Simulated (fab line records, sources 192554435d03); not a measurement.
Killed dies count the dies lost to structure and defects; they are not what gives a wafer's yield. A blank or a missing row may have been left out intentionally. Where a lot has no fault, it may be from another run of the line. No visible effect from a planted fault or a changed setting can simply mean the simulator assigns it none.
Problem report in the 8D (eight disciplines) form, filled by code || flow n5_finfet || the parts of the form that need people (team, actions taken, sign-off) are left out

## 1. PROBLEM STATEMENT
spin_speed_rpm at N5_BEOL_M3_COAT_67 reads a mean of 1361.7 rpm on 9 wafers of 3 lots; wafers without a fault read 1499.8 rpm with a standard deviation of 0.92. That is -99 or more standard deviations from the usual mean.
The step: time 60 s, resist thk 60 nm.
First seen on wafer L686.1, day 8 07:14, on litho_track-05. The record holds 30 wafers of 10 lots with a number at this step. The rule behind "out" and "out of limits": a value lying over 4 standard deviations away from the usual mean. The other wafers with a number count as sound.

## 2. WHAT IT IS, WHAT IT ISN'T
{"question": "which readings at this step", "is": "spin_speed_rpm", "is not": "-"}
{"question": "which lots", "is": "L685, L686, L687", "is not": "L684, L691, L693, L695, L697, L700, L702"}
{"question": "which wafers of those lots", "is": "all that have a number", "is not": "-"}
{"question": "read on which tools", "is": "litho_track-05", "is not": "litho_track-01, litho_track-03"}
{"question": "when", "is": "from day 8 07:14", "is not": "up to then (3 sound wafers); but 18 sound wafers of L691, L693, L695, L697, L700, L702 came after"}

## 3. WHAT RULES OUT EACH SUSPECT
Counting: any tool at a process step up to the reading is kept as a suspect provided that every lot that is out went through it and no sound lot did after the first of them.
- litho_track-05 at N5_BEOL_M3_COAT_67 (time 60 s, resist thk 60 nm): kept. Every lot that is out went through it, starting with L686 (day 8 07:14), and after that it ran no sound lot; the last sound lot it ran before then is L684 (day 7 11:01). Out on those wafers are its own readings of spin_speed_rpm.
Left after counting: litho_track-05 at N5_BEOL_M3_COAT_67.

## 4. THE CAUSE (what the simulator had put in)
Drift in process parameters on litho_track-05 at N5_BEOL_M3_COAT_67, starting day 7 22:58. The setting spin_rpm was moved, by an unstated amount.
Counting left only this tool.

## 5. THE CHAIN OF EFFECTS, in route order
Each row: a reading whose mean over the struck wafers that have a number lies more than 3 standard deviations from the usual. Only readings whose record carries a usual standard deviation are examined. hours: median over the lots of the time between each lot's start at the first step of this table that gives one and its start at this step. sigmas: the change, counted in usual standard deviations.
{"hours": 0, "step": "N5_BEOL_M3_COAT_67", "reading": "spin_speed_rpm", "usual": "1499.8 rpm", "on struck wafers": 1361.7, "change": -138.1, "sigmas": "-99 or more"}
Here are the process steps it includes:
- N5_BEOL_M3_COAT_67: time 60 s, resist thk 60 nm.
At these later measuring or inspecting steps, every struck wafer for which the step has a row has a number for every such reading, and none has moved that far: N5_BEOL_M4_RC_MEAS_101.

## 6. WHAT WOULD HAVE CAUGHT IT SOONER
In this record no reading fell out of limits until day 8 07:14, 8 hours after the fault had begun at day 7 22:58.
